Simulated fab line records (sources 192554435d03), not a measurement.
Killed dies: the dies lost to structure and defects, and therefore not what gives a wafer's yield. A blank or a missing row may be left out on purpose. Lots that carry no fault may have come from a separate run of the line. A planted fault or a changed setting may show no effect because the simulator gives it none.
What tool caused it? + flow n5 finfet + 9 lots with 27 wafers sampled at 5 steps, on a route of 1938 steps

== WHAT THE GAUGES READ, wafer by wafer ==
N5_BEOL_M4_RC_MEAS_101.
| lot  | measured     | on        | DIBL_N (mV/V)  | DIBL_P (mV/V)  | IOFF_N (nA/um) | IOFF_P (nA/um) | ION_N (uA/um) | ION_P (uA/um) | SS_N (mV/dec)  | SS_P (mV/dec)  | VT_N (mV)   | VT_P (mV)      |
|------|--------------|-----------|----------------|----------------|----------------|----------------|---------------|---------------|----------------|----------------|-------------|----------------|
| L749 | day 9 13:01  | prober-01 | 33.9 35.4 35.7 | 34.2 35.7 36.5 | 0.12 0.16 0.17 | 0.17 0.19 0.21 | 659 677 694   | 451 457 467   | 71.3 71.1 70.8 | 73.7 73.4 73.6 | 252 250 246 | -257 -253 -252 |
| L755 | day 10 19:05 | prober-01 | 35.2 32.3 35.6 | 34.8 32.9 36.0 | 0.14 0.11 0.14 | 0.18 0.16 0.19 | 665 655 667   | 455 454 461   | 71.1 70.3 71.0 | 72.2 71.8 72.8 | 253 254 251 | -255 -252 -254 |
| L756 | day 10 19:42 | prober-02 | 34.2 36.7 36.2 | 33.5 37.9 36.5 | 0.13 0.18 0.16 | 0.18 0.24 0.22 | 675 684 683   | 465 471 460   | 70.3 71.8 70.8 | 72.5 73.6 73.1 | 252 246 249 | -250 -246 -250 |
| L759 | day 12 00:44 | prober-02 | 34.0 36.6 33.7 | 32.1 35.7 32.3 | 0.13 0.18 0.12 | 0.18 0.24 0.18 | 666 673 665   | 458 470 460   | 71.1 72.5 70.4 | 72.2 73.2 72.5 | 253 246 253 | -250 -246 -248 |
| L760 | day 12 09:06 | prober-02 | 31.8 35.7 34.3 | 33.3 37.8 35.4 | 0.11 0.16 0.15 | 0.16 0.22 0.19 | 651 663 670   | 452 458 457   | 70.9 72.4 71.0 | 73.1 73.2 73.0 | 254 248 251 | -254 -252 -253 |
| L764 | day 13 11:36 | prober-02 | 35.1 35.3 35.8 | 36.3 35.5 37.0 | 0.15 0.15 0.16 | 0.22 0.19 0.23 | 664 677 677   | 461 457 463   | 71.1 70.9 71.8 | 73.1 73.1 73.0 | 248 251 250 | -250 -252 -248 |
| L766 | day 13 14:39 | prober-01 | 36.3 32.1 32.0 | 34.9 30.5 30.6 | 0.13 0.09 0.09 | 0.19 0.14 0.14 | 659 651 647   | 452 450 452   | 71.5 69.7 69.8 | 73.4 72.0 71.9 | 252 258 259 | -250 -256 -254 |
| L771 | day 15 02:20 | prober-02 | 37.0 37.4 35.2 | 38.6 39.4 37.4 | 0.19 0.20 0.17 | 0.23 0.23 0.21 | 689 696 681   | 460 470 468   | 71.7 72.3 71.6 | 74.1 73.4 73.8 | 247 247 250 | -250 -251 -251 |
| L772 | day 15 05:06 | prober-01 | 36.0 37.5 36.2 | 35.5 37.4 36.2 | 0.14 0.18 0.16 | 0.20 0.24 0.21 | 676 682 678   | 466 473 466   | 70.8 71.7 71.3 | 73.0 73.2 73.0 | 251 249 250 | -249 -247 -248 |

== EACH LOT AND THE TOOL THAT RAN IT (in order: tool; ch and the chambers of the sampled wafers; start) ==
| lot  | N5_HKMG_FIN_STRIP_92              | N5_HKMG_FIN_STRIP_90              | N5_HKMG_FIN_ETCHBACK_68          | N5_GATE_CUT_ETCHBACK_00           |
|------|-----------------------------------|-----------------------------------|----------------------------------|-----------------------------------|
| L749 | rie diel-04 ch 0,3, day 4 04:05   | rie diel-06 ch 0,1, day 4 06:05   | rie metal-03 ch 0,1, day 4 06:14 | rie metal-03 ch 0,1, day 4 08:02  |
| L755 | rie diel-04 ch 0,1,3, day 5 16:19 | rie diel-04 ch 0,2,3, day 5 18:19 | rie metal-01 ch 0,1, day 5 18:29 | rie metal-01 ch 0,1, day 5 20:17  |
| L756 | rie diel-03 ch 1,2, day 5 19:52   | rie diel-04 ch 0,3, day 5 21:54   | rie metal-02 ch 1, day 5 22:03   | rie metal-01 ch 0, day 5 23:53    |
| L759 | rie diel-03 ch 2,3, day 6 18:54   | rie diel-03 ch 0,3, day 6 20:54   | rie metal-02 ch 0,1, day 6 21:06 | rie metal-01 ch 0,1, day 6 22:54  |
| L760 | rie diel-03 ch 0,1, day 7 01:24   | rie diel-03 ch 1,2, day 7 03:24   | rie metal-03 ch 0,1, day 7 03:36 | rie metal-03 ch 0,1, day 7 05:25  |
| L764 | rie diel-04 ch 0,2, day 7 23:32   | rie diel-04 ch 1,2,3, day 8 01:34 | rie metal-01 ch 0,1, day 8 01:43 | rie metal-02 ch 0,1, day 8 03:31  |
| L766 | rie diel-06 ch 0,2,3, day 8 12:14 | rie diel-03 ch 0,1,2, day 8 14:14 | rie metal-02 ch 0,1, day 8 14:24 | rie metal-01 ch 0,1, day 8 16:12  |
| L771 | rie diel-06 ch 0,1,3, day 9 16:05 | rie diel-06 ch 1,3, day 9 18:05   | rie metal-03 ch 0,1, day 9 18:17 | rie metal-03 ch 0,1, day 9 20:05  |
| L772 | rie diel-06 ch 0,1,2, day 9 21:08 | rie diel-04 ch 0,1,3, day 9 23:13 | rie metal-02 ch 0,1, day 9 23:22 | rie metal-01 ch 0,1, day 10 01:13 |
- N5_HKMG_FIN_STRIP_92: strips SOC in N2/H2, time 20 s.
- N5_HKMG_FIN_STRIP_90: strips SOC in N2/H2, time 20 s.
- N5_HKMG_FIN_ETCHBACK_68: etches the open film in Cl2/Ar, stops on HfO2, target depth 0.5 nm.
- N5_GATE_CUT_ETCHBACK_00: etches W in SF6/Cl2.

== WHAT THE TOOLS THEMSELVES READ (means of the sampled wafers that have a number; where no wafer has one, the mark that the record gives instead) ==
N5_HKMG_FIN_STRIP_92.
| lot  | tool        | drypump motor current A (A) | oes product au (a.u.) | power w (W) | rf vpp V (V) | showerhead plenum p Torr (Torr) | throttle valve pct (%) |
|------|-------------|-----------------------------|-----------------------|-------------|--------------|---------------------------------|------------------------|
| L749 | rie diel-04 | 5.2                         | 0.82                  | 501.9       | 54.3         | 3.29                            | 19.0                   |
| L755 | rie diel-04 | 5.5                         | 0.77                  | 499.1       | 54.2         | 3.27                            | 18.7                   |
| L756 | rie diel-03 | 6.1                         | 0.83                  | 500.6       | 53.9         | 3.34                            | 18.6                   |
| L759 | rie diel-03 | 5.7                         | 0.84                  | 499.6       | 53.8         | 3.26                            | 19.2                   |
| L760 | rie diel-03 | 5.9                         | 0.81                  | 499.6       | 54.0         | 3.42                            | 18.4                   |
| L764 | rie diel-04 | 5.5                         | 0.77                  | 500.6       | 54.0         | 3.27                            | 19.2                   |
| L766 | rie diel-06 | 5.2                         | 0.85                  | 501.6       | 53.9         | 3.46                            | 18.9                   |
| L771 | rie diel-06 | 5.4                         | 0.91                  | 500.5       | 54.2         | 3.51                            | 18.9                   |
| L772 | rie diel-06 | 5.5                         | 0.83                  | 499.6       | 54.3         | 3.46                            | 19.0                   |

N5_HKMG_FIN_STRIP_90.
| lot  | tool        | drypump motor current A (A) | oes product au (a.u.) | power w (W) | rf vpp V (V) | showerhead plenum p Torr (Torr) | throttle valve pct (%) |
|------|-------------|-----------------------------|-----------------------|-------------|--------------|---------------------------------|------------------------|
| L749 | rie diel-06 | 5.7                         | 0.89                  | 499.9       | 54.9         | 3.54                            | 19.0                   |
| L755 | rie diel-04 | 5.9                         | 0.75                  | 500.1       | 55.7         | 3.31                            | 19.0                   |
| L756 | rie diel-04 | 5.5                         | 0.76                  | 499.3       | 54.5         | 3.31                            | 18.8                   |
| L759 | rie diel-03 | 5.5                         | 0.83                  | 500.4       | 54.4         | 3.34                            | 18.8                   |
| L760 | rie diel-03 | 5.8                         | 0.83                  | 501.1       | 54.4         | 3.30                            | 18.9                   |
| L764 | rie diel-04 | 6.1                         | 0.71                  | 499.4       | 54.0         | 3.29                            | 18.7                   |
| L766 | rie diel-03 | 5.7                         | 0.81                  | 506.1       | 54.6         | 3.37                            | 18.8                   |
| L771 | rie diel-06 | 5.6                         | 0.91                  | 500.0       | 54.5         | 3.55                            | 18.8                   |
| L772 | rie diel-04 | 5.5                         | 0.76                  | 500.8       | 53.8         | 3.26                            | 18.8                   |

N5_HKMG_FIN_ETCHBACK_68.
| lot  | tool         | drypump motor current A (A) | oes product au (a.u.) | throttle valve pct (%) |
|------|--------------|-----------------------------|-----------------------|------------------------|
| L749 | rie metal-03 | 5.2                         | 0.74                  | 20.76                  |
| L755 | rie metal-01 | 6.2                         | 0.73                  | 21.02                  |
| L756 | rie metal-02 | 5.9                         | 0.66                  | 20.94                  |
| L759 | rie metal-02 | 5.8                         | 0.73                  | 20.80                  |
| L760 | rie metal-03 | 5.2                         | 0.72                  | 20.77                  |
| L764 | rie metal-01 | 6.2                         | 0.72                  | 21.03                  |
| L766 | rie metal-02 | 5.8                         | 0.72                  | 20.81                  |
| L771 | rie metal-03 | 5.2                         | 0.66                  | 20.92                  |
| L772 | rie metal-02 | 5.8                         | 0.78                  | 20.70                  |

N5_GATE_CUT_ETCHBACK_00.
| lot  | tool         | drypump motor current A (A) | oes product au (a.u.) | throttle valve pct (%) |
|------|--------------|-----------------------------|-----------------------|------------------------|
| L749 | rie metal-03 | 5.2                         | 0.70                  | 27.48                  |
| L755 | rie metal-01 | 5.6                         | 0.68                  | 27.61                  |
| L756 | rie metal-01 | 6.7                         | 0.78                  | 27.90                  |
| L759 | rie metal-01 | 6.2                         | 0.73                  | 27.75                  |
| L760 | rie metal-03 | 5.2                         | 0.68                  | 27.49                  |
| L764 | rie metal-02 | 5.8                         | 0.74                  | 27.40                  |
| L766 | rie metal-01 | 5.6                         | 0.68                  | 27.63                  |
| L771 | rie metal-03 | 5.2                         | 0.72                  | 27.48                  |
| L772 | rie metal-01 | 5.6                         | 0.67                  | 27.61                  |

== THE ANSWER, worked out from the rows above alone ==
Rule: usual is defined by the lots themselves. Put in order of their means at a reading, lots are off if they are a third of the lots or fewer, leave a main group of 4 or more, and stand apart from it by a gap of 3 or more times the standard deviation of the main group's means; of several such gaps the widest counts. If all means in a main group match to the digits the tables above print for the reading, that group is not used. A lot without any number at a reading at which 4 lots or more have one is off too. Any other lot the step has rows for is counted as sound. After the gauges, taken in route order, come the tools' own readings; for these a lot's mean is taken, as printed above. At the first step where some lot is off, the reading lying furthest off is the one used; lots without a number count as furthest.
Off: L766 (N5_HKMG_FIN_STRIP_90, power w). The main group: mean 500.1 W, standard deviation 0.59.
A tool fits if, at that step or a process step before it, it ran every lot that is off, and no sound lot after the first of them. One fits: rie diel-03 at N5_HKMG_FIN_STRIP_90. Its last sound lot is L760 (day 7 03:24), its first lot that is off L766 (day 8 14:14): a fault that began between those two fits.
On the lots that are off, the tool's own readings at N5_HKMG_FIN_STRIP_90 differ by more than 5 times the standard deviation of the sound lots' means, which bears it out; power w reads 506.1 W there versus 500.1 W on the sound lots.

== WHAT THE SIMULATOR HAD PUT IN ==
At N5_HKMG_FIN_STRIP_90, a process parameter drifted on rie diel-03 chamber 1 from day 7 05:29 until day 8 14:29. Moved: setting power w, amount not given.
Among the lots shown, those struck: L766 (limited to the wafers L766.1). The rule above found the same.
